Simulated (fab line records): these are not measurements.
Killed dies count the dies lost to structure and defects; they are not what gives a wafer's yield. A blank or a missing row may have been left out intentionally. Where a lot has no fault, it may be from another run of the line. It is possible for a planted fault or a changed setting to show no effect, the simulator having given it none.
Struck lot and sound lot, side by side -- flow n5-finfet -- 15 steps out of a route of 1938
Sound: the wafers L515.1, L515.3, L515.4. Struck: wafer L530.1; the same lot's L530.5 was not struck, so it is left out; see the end for the cause.
Order at every step that has rows: each side's tool, ch and its chambers, its first start. Under that, the readings that differ: sound wafers -- struck wafers -- difference of the means -- sigmas: that difference in standard deviations of wafers without a fault.
alike: readings with means less than 2 such deviations apart, plus words and numbers identical on both sides. not compared: withheld readings, readings lacking a value on some wafer, bounds such as >300 that could conceal the same value, and numbers that have no deviation in the record and whose values overlap.
Wherever a step has rows on one side only, a row that says differs or no value, or a row with sigmas, the two part there. Numbers that don't overlap but have no deviation are shown without sigmas and don't part them. A reading that every wafer of one side lacks parts them only if that side has two wafers or more.

first, 7 steps without rows for these wafers: N5_BEOL_M8_COAT_71 (time 60 s, resist thk 5 nm); N5_BEOL_M8_COAT_22 (resist thk 30 nm); N5_BEOL_M8_EBR_24; N5_BEOL_M8_SOFTBAKE_23 (time 60 s); N5_BEOL_M8_EXPOSE_25 (exposes mask V7, target cd 40 nm); N5_BEOL_M8_PEB_26 (peb time 60 s); N5_BEOL_M8_DEVELOP_27 (develop time 30 s).
N5_BEOL_M8_CD_MEAS_28: target cd 40 nm.
  sound on cd-sem-01 ch 0, day 10 01:52; struck on cd-sem-03 ch 0, day 13 11:38
  alike: cd-nm
N5_BEOL_M8_OVL_MEAS_29:
  sound on overlay-01 ch 0, day 10 01:53; struck on overlay-02 ch 0, day 13 11:40
  alike: V7_OVL
N5_BEOL_M8_INSPECT_30: inspects for defects (brightfield).
  sound on defect-inspect-02 at day 10 01:57; struck on defect-inspect-02 at day 13 11:44
  alike: raw-defect-count
N5_BEOL_M8_DESCUM_33: chemistry O2, time 7 s.
  sound on rie-diel-04 ch 1,3, day 10 02:04; struck on rie-diel-04 ch 0, day 13 11:47
reading,sound,struck,difference,sigmas
rf-vpp-V (V),244.4 240.9 244.0,246.3,+3.2,+2
  alike: drypump-motor-current-A, oes-product-au, showerhead-plenum-p-Torr, throttle-valve-pct
  not compared: rf-hours-counter-h
N5_BEOL_M8_ETCH_72: etches underlayer in N2/H2, target depth 6.5 nm, time 5.2 s.
  sound on rie-diel-04 ch 1,3, day 10 02:07; struck on rie-diel-04 ch 0, day 13 11:49
  alike: drypump-motor-current-A, etch-rf-on-time-s, n2-flow-sccm, oes-product-au, rf-vpp-V, showerhead-plenum-p-Torr, throttle-valve-pct
  not compared: rf-hours-counter-h
N5_BEOL_M8_ETCH_65: etches SiARC in CF4, target depth 15.6 nm, time 26 s.
  sound on rie-diel-04 ch 1,3, day 10 02:07; struck on rie-diel-04 ch 0, day 13 11:50
reading,sound,struck,difference,sigmas
etch-rf-on-time-s (s),26.4 25.8 26.4,18.5,-7.7,-17
oes-product-au (a.u.),0.62 0.70 0.62,0.87,+0.22,+3
  alike: drypump-motor-current-A, mfc-ar-sccm, rf-vpp-V, showerhead-plenum-p-Torr, throttle-valve-pct
  not compared: rf-hours-counter-h
N5_BEOL_M8_ETCH_66: etches SOC in N2/H2, target depth 80 nm, overetch 16 nm, time 120 s.
  sound on rie-diel-04 ch 1,3, day 10 02:09; struck on rie-diel-04 ch 0, day 13 11:51
  alike: drypump-motor-current-A, n2-flow-sccm, oes-product-au, rf-vpp-V, showerhead-plenum-p-Torr, throttle-valve-pct
  not compared: rf-hours-counter-h
-- record jumps: 3 days separate the struck wafers' starts on either side; left off in module BEOL_M8, taken up again in module PASSIVATION, whose first shown step is the route's number 1936 --
N5_PASSIVATION_PROBE_49:
  sound on prober-02 at day 13 01:27; struck on prober-02 at day 16 09:48
  alike: defect-limited-yield, killed_at_M0_to_M3, killed_at_M4_up, killed-at-contacts, killed-at-front-end, killed-at-other, killed-dies, killed-open, killed-short, sort_bin_5_function, sort_bin_6_memory, sort_bin_8_speed, sort-n-pass, sort-yield-pct

WHERE THEY PART
Last at N5_BEOL_M8_ETCH_65 as far as this record goes, first at N5_BEOL_M8_DESCUM_33. Later steps at which nothing parts them and some readings are alike: N5_BEOL_M8_ETCH_66, N5_PASSIVATION_PROBE_49.

WHY: what the simulator had put in
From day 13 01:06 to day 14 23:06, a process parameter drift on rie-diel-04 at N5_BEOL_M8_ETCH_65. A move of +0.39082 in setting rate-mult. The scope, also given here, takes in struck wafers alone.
